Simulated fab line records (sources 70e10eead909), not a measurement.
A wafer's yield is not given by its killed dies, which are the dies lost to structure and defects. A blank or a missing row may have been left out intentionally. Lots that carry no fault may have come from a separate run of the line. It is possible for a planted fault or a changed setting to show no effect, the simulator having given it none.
Chamber matching | flow nandHarc | NHARC_A_SLIT_ETCH_29 on rieDiel-09: 4 sister chambers
The step etches the open film in CF4/O2, target depth 100 nm, overetch 10 nm, time 55 s. 14 wafers are shown with their chamber, then 7 later ones without.

== WAFERS PAIRED WITH THEIR CHAMBERS ==
wafer  | chamber | drypumpMotorCurrentA (A) | rfVppV (V) | oesProductAu (a.u.)
L074.4 | 2       | 4.7                      | 197.1      | 0.979
L074.5 | 2       | 4.7                      | 197.5      | 0.987
L074.6 | 3       | 5.1                      | 197.5      | 1.007
L077.3 | 3       | 5.1                      | 195.8      | 1.003
L077.5 | 2       | 4.8                      | 196.5      | 0.990
L077.6 | 1       | 5.8                      | 199.9      | 0.986
L075.3 | 2       | 4.7                      | 199.2      | 0.981
L075.4 | 1       | 5.8                      | 199.2      | 0.969
L075.6 | 0       | 5.8                      | 197.4      | 0.987
L081.1 | 2       | 4.8                      | 198.8      | 1.000
L081.3 | 1       | 5.8                      | 198.4      | 0.985
L081.5 | 0       | 5.8                      | 196.8      | 1.005
L089.1 | 2       | 4.7                      | 198.7      | 1.004
L089.3 | 0       | 5.8                      | 196.4      | 0.989

SIGNATURES, as means of the wafers listed above
reading              | chamber 0 | chamber 1 | chamber 2 | chamber 3 | scatter within a chamber
drypumpMotorCurrentA | 5.800     | 5.800     | 4.733     | 5.100     | 0.0365
rfVppV               | 196.867   | 199.167   | 197.967   | 196.650   | 0.946
oesProductAu         | 0.99367   | 0.98000   | 0.99017   | 1.00500   | 0.00944
Rule: for a wafer and a chamber, the distance is found by dividing, reading by reading, the gap between the wafer's reading and the chamber's mean by the reading's scatter, squaring, summing and taking the root. The wafer belongs to the nearest chamber; if the next one is less than 2 further off, it can't be placed. The scatter: take each reading less its chamber's mean, square it, sum over the shown wafers, divide by the number of wafers less the number of chambers, and take the root.

== WAFERS MISSING THEIR CHAMBER ==
wafer  | drypumpMotorCurrentA (A) | rfVppV (V) | oesProductAu (a.u.)
L089.5 | 5.8                      | 198.7      | 1.001
L095.1 | 5.1                      | 196.1      | 0.987
L095.4 | 4.7                      | 197.4      | 0.985
L095.6 | 5.7                      | 196.9      | 1.002
L097.2 | 5.8                      | 199.7      | 1.005
L097.3 | 4.7                      | 197.8      | 0.996
L097.5 | 5.8                      | 197.9      | 1.006

== WHICH CHAMBER EACH WENT THROUGH ==
wafer  | from the rows above     | in truth
L089.5 | can't be placed: 0 or 1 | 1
L095.1 | 3                       | 3
L095.4 | 2                       | 2
L095.6 | can't be placed: 0 or 1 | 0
L097.2 | can't be placed: 1 or 0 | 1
L097.3 | 2                       | 2
L097.5 | can't be placed: 0 or 1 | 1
Placed correctly: 3 of 7. Unplaceable from these rows: 4, with the true chamber sitting among the candidates in 4. Placed wrongly: 0.
